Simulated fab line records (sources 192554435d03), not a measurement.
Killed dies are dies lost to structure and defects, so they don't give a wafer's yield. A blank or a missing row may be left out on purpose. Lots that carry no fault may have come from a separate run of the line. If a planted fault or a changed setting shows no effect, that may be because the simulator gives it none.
Chamber matching + flow n5-finfet + 4 sister chambers for N5_SPACER0_ALD_08 on ald-sin-03
The step deposits SiNx, target thk 2 nm. 4 wafers are shown with their chamber, then 10 later ones without.

WAFERS PAIRED WITH THEIR CHAMBERS
| wafer  | chamber | heater-power-w (W) |
|--------|---------|--------------------|
| L085.5 | 1       | 749                |
| L085.6 | 2       | 975                |
| L086.1 | 3       | 748                |
| L086.3 | 0       | 914                |

WAFERS WHOSE CHAMBER IS MISSING
| wafer  | heater-power-w (W) |
|--------|--------------------|
| L086.4 | 736                |
| L088.1 | 915                |
| L088.2 | 748                |
| L088.6 | 762                |
| L092.1 | 739                |
| L092.2 | 930                |
| L092.6 | 917                |
| L096.1 | 965                |
| L096.2 | 748                |
| L096.5 | 903                |

WHICH CHAMBER EACH ONE RAN IN
| wafer  | from the rows above     | in truth |
|--------|-------------------------|----------|
| L086.4 | can't be placed: 3 or 1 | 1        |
| L088.1 | 0                       | 0        |
| L088.2 | can't be placed: 3 or 1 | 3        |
| L088.6 | can't be placed: 1 or 3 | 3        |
| L092.1 | can't be placed: 3 or 1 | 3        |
| L092.2 | 0                       | 0        |
| L092.6 | 0                       | 0        |
| L096.1 | 2                       | 2        |
| L096.2 | can't be placed: 3 or 1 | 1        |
| L096.5 | 0                       | 0        |
5 of 10 placed correctly. Cannot be placed on the basis of these rows: 5; the candidates contain the true chamber in 5. Placed wrongly: 0.
How it was worked out, from the rows above alone: a wafer's distance from a chamber is the root of the sum, over the readings, of the square of ((its reading less the chamber's mean) divided by the reading's scatter). If the next closest chamber is less than 2 further off than the closest, the wafer can't be placed; otherwise it belongs to the closest. For every chamber, the mean is computed from those of its wafers that are shown. The scatter (one wafer shown for each chamber): square how far every hidden wafer sits from the nearest shown wafer, average those squares and take the square root.
